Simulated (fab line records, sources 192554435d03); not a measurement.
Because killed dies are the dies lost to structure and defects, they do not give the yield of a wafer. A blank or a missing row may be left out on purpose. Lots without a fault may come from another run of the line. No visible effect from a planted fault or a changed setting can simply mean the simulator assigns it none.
Struck lot and sound lot, side by side + flow n5_finfet + 38 steps out of a route of 1938
Sound: these wafers, L602.3, L602.4, L602.6. Struck: wafer L611.1. (L611.3 of the same lot was not struck and is left out.) The cause comes at the end.
Per side, at each step with rows, come the tool, then ch with its chambers, and then its first start. Under that, the readings that differ: sound wafers + struck wafers + difference of the means + sigmas: that difference in standard deviations of wafers without a fault.
alike: a reading whose means differ by less than 2 such deviations, as well as words and numbers matching on both sides. not compared: withheld readings; readings where some wafer has no value; bounds like >300 that might hide an equal value; numbers whose values overlap and for which the record gives no deviation.
The two part at a step that has a row with sigmas, a row that says differs or no value, or rows on one side only. Non-overlapping numbers with no deviation appear without sigmas and do not part them. A reading missing from all wafers of one side parts the sides only when that side holds two or more wafers.

first, 9 steps without rows for these wafers: N5_FIN_CUT_COAT_02 (resist thk 30 nm); N5_FIN_CUT_EBR_04; N5_FIN_CUT_SOFTBAKE_03 (time 60 s); N5_FIN_CUT_EXPOSE_05 (exposes mask FIN CUT); N5_FIN_CUT_PEB_06 (peb time 60 s); N5_FIN_CUT_DEVELOP_07 (develop time 30 s); N5_FIN_CUT_DESCUM_13 (chemistry O2, time 7 s); N5_FIN_CUT_ETCH_30 (etches underlayer in N2/H2, target depth 13 nm, time 10.4 s); N5_FIN_CUT_ETCH_20 (etches SiARC in CF4, target depth 26 nm, time 43.3 s).
N5_FIN_CUT_ETCH_21: etches SOC in N2/H2, target depth 219 nm, overetch 43.8 nm, time 523.5 s.
  sound on rie_diel-01 ch 1,2,3, day 3 10:20; struck on rie_diel-02 ch 3, day 5 18:51
| reading                                    | sound          | struck | difference | sigmas |
|--------------------------------------------|----------------|--------|------------|--------|
| model.SiARC_of_FIN_CUT_COAT_19.thk_nm (nm) | 12.2 11.8 12.4 | 7.4    | -4.7       |        |
| model.FIN_CUT.cd_offset_nm (nm)            | 0.4 -1.2 -0.6  | 3.2    | +3.7       |        |
  alike: drypump_motor_current_A, oes_product_au, rf_vpp_V, showerhead_plenum_p_Torr, throttle_valve_pct
  not compared: rf_hours_counter_h
then, 7 steps without rows for these wafers: N5_FIN_CUT_STRIP_23 (strips in N2/H2); N5_FIN_CUT_STRIP_31 (strips in N2/H2); N5_FIN_CUT_STRIP_24 (strips in CF4); N5_FIN_CUT_CUT_ETCH_26 (etches SiNx in CH3F/O2, target depth 39 nm, time 55.7 s); N5_FIN_CUT_CUT_ETCH_27 (etches SiO2 in CHF3/O2, target depth 4 nm, overetch 2 nm, time 4.9 s); N5_FIN_CUT_PRECLEAN_35 (cleans in vHF, time 13.3 s); N5_FIN_CUT_CUT_ETCH_15 (etches Si in HBr/Cl2/O2, target depth 100 nm, bt time 10 s, time 42.4 s).
N5_FIN_CUT_CUT_ETCH_28: etches Si in HBr/Cl2/O2, target depth 6 nm, time 2.4 s.
  sound on rie_si-04 ch 0,1,3, day 3 10:55; struck on rie_si-02 ch 1, day 5 19:26
| reading                         | sound         | struck | difference | sigmas |
|---------------------------------|---------------|--------|------------|--------|
| model.FIN_CUT.cd_offset_nm (nm) | 0.8 -0.6 -0.2 | 4      | +4         |        |
  alike: drypump_motor_current_A, oes_product_au, throttle_valve_pct
  not compared: rf_hours_counter_h
then, 19 steps without rows for these wafers: N5_FIN_CUT_STRIP_22 (strips in N2/H2); N5_FIN_CUT_PRECLEAN_36 (cleans in O3/DIW, time 60 s); N5_FIN_CUT_SRD_32 (time 30 s); N5_FIN_CUT_UV_OZONE_34 (time 120 s); N5_STI_FIN_REVEAL_ALD_00 (deposits SiO2, target thk 1 nm, pulse time 1 s); N5_STI_FIN_REVEAL_ALD_14 (deposits Si3N4, target thk 3 nm); N5_STI_FIN_REVEAL_FCVD_FILL_01 (material SiO2 flowable, target thk 312 nm, time 512.2 s); N5_STI_FIN_REVEAL_DENSIFY_02 (time 1800 s); N5_STI_FIN_REVEAL_CMP_04 (polishes, stops on Si3N4, t overpolish 4 s, target thk 131.83 nm); N5_STI_FIN_REVEAL_DENSIFY_30; N5_STI_FIN_REVEAL_ETCHBACK_08 (etches SiO2 in C4F6/O2, target depth 30.5 nm, time 10.167 s); N5_STI_FIN_REVEAL_STRIP_24 (strips in N2/H2, time 90 s); N5_STI_FIN_REVEAL_PRECLEAN_25 (cleans in SPM, time 90 s); N5_STI_FIN_REVEAL_PRECLEAN_26 (cleans in SC1, time 45 s); N5_STI_FIN_REVEAL_PRECLEAN_29 (cleans in DHF, time 30 s); N5_STI_FIN_REVEAL_SRD_12 (time 30 s); N5_STI_FIN_REVEAL_RECESS_09 (chemistry HF/NH3, target SiO2, afs cycles 11, target depth 42.5 nm, sublimation time 60 s); N5_STI_FIN_REVEAL_STRIP_16 (strips SiNx in H3PO4, target depth 23.8 nm); N5_STI_FIN_REVEAL_PRECLEAN_17 (cleans in NF3:NH3, afs cycles 1, time 20 s, sublimation time 60 s).
-- here the record skips 10 days between the struck wafers' starts before and after, leaving off in module STI_FIN_REVEAL and picking up in module PASSIVATION (first step shown: number 1936 of the route) --
N5_PASSIVATION_PROBE_49:
  rows exist in the record for the struck wafers here (prober-02, day 15 23:14), but not for the sound ones

== WHERE THEY PART ==
Within this record, at N5_PASSIVATION_PROBE_49 only.

WHY: the cause the simulator had injected
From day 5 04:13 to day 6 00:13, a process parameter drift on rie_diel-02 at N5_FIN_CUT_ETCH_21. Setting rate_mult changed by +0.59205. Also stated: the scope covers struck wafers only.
